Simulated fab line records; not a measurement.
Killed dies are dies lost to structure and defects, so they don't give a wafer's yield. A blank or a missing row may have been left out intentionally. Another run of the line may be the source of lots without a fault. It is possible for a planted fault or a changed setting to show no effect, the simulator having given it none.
8D (eight disciplines) problem report, filled in by code ; flow n5-finfet ; the parts of the form that need people (team, actions taken, sign-off) are left out

1. WHAT WENT WRONG
Wafers without a fault read 39, standard deviation 12; killed-at-front-end at N5_PASSIVATION_PROBE_49 reads a mean of 170 on 4 wafers belonging to 2 lots. Measured from the usual mean, that is +11 standard deviations.
Seen first at day 14 17:08 on prober-02, wafer L936.2. The record holds 36 wafers of 12 lots with a number at this step. By rule, "out" or "out of limits" means more than 4 standard deviations away from the usual mean. The rest of the wafers with a number are treated as sound.

2. WHAT IT IS, WHAT IT ISN'T
question;is;is not
which readings at this step;killed-at-front-end, killed-dies;killed_at_M0_to_M3, killed_at_M4_up, killed-at-contacts, killed-at-other, killed-open, killed-short
which lots;L936, L938;L928, L930, L931, L932, L937, L946, L947, L948, L950, L951
which wafers of those lots;L936.2, L936.5, L938.2, L938.6;L936.3, L938.3
read on which tools;prober-01, prober-02;-
when;from day 14 17:08;"up to then (15 sound wafers); but 17 sound wafers of L936, L938, L946, L947, L948, L950, L951 came after"

3. WHAT RULES OUT EACH SUSPECT
Counting: a tool at a process step up to the reading stays a suspect if it ran every lot that is out. Sound lots after the first of them don't rule it out here, since some wafers of a struck lot are sound.
- plasma-asher-02 at N5_GATE_CUT_STRIP_21 (strips in N2/H2, time 30 s): kept. Ran every lot that is out, first one L936 (day 6 10:43); last sound lot up to then L928 (day 4 11:23).
- Within plasma-asher-02 at N5_GATE_CUT_STRIP_21: the wafers that are out ran in chamber 0; their sound lot-mates ran in chamber 1.
After counting, what remains is plasma-asher-02 at N5_GATE_CUT_STRIP_21.

4. THE CAUSE (what the simulator had put in)
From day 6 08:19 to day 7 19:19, plasma-asher-02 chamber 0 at N5_GATE_CUT_STRIP_21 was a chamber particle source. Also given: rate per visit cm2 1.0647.
After counting, this tool was the only one left.

5. THE EFFECT CHAIN, in route order
Rows list readings where the struck wafers' mean (over those with a number) sits beyond 3 standard deviations from the usual. Only readings for which the record gives a usual standard deviation are gone through. hours: the time from each lot's start at the first step in this table that gives one to its start at this step, as a median over the lots. sigmas: the change in usual standard deviations.
hours;step;reading;usual;on struck wafers;change;sigmas
0;N5_PASSIVATION_PROBE_49;killed-at-front-end;39;170;+130;+11
0;N5_PASSIVATION_PROBE_49;killed-dies;101;226;+125;+6.9
The process steps in it:
- N5_PASSIVATION_PROBE_49

6. HOW IT WOULD HAVE BEEN CAUGHT EARLIER
In this record the first reading out of limits was taken at day 14 17:08, 201 hours after the fault began at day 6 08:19.
No tool reading at N5_GATE_CUT_STRIP_21 that has a usual standard deviation in the record was out on any struck wafer, so an alarm limit of 4 standard deviations on those readings would not have fired.
Lots out: 2; all had begun N5_GATE_CUT_STRIP_21 on plasma-asher-02 by day 14 17:08. A hold on the tool at that time would have spared none of them.
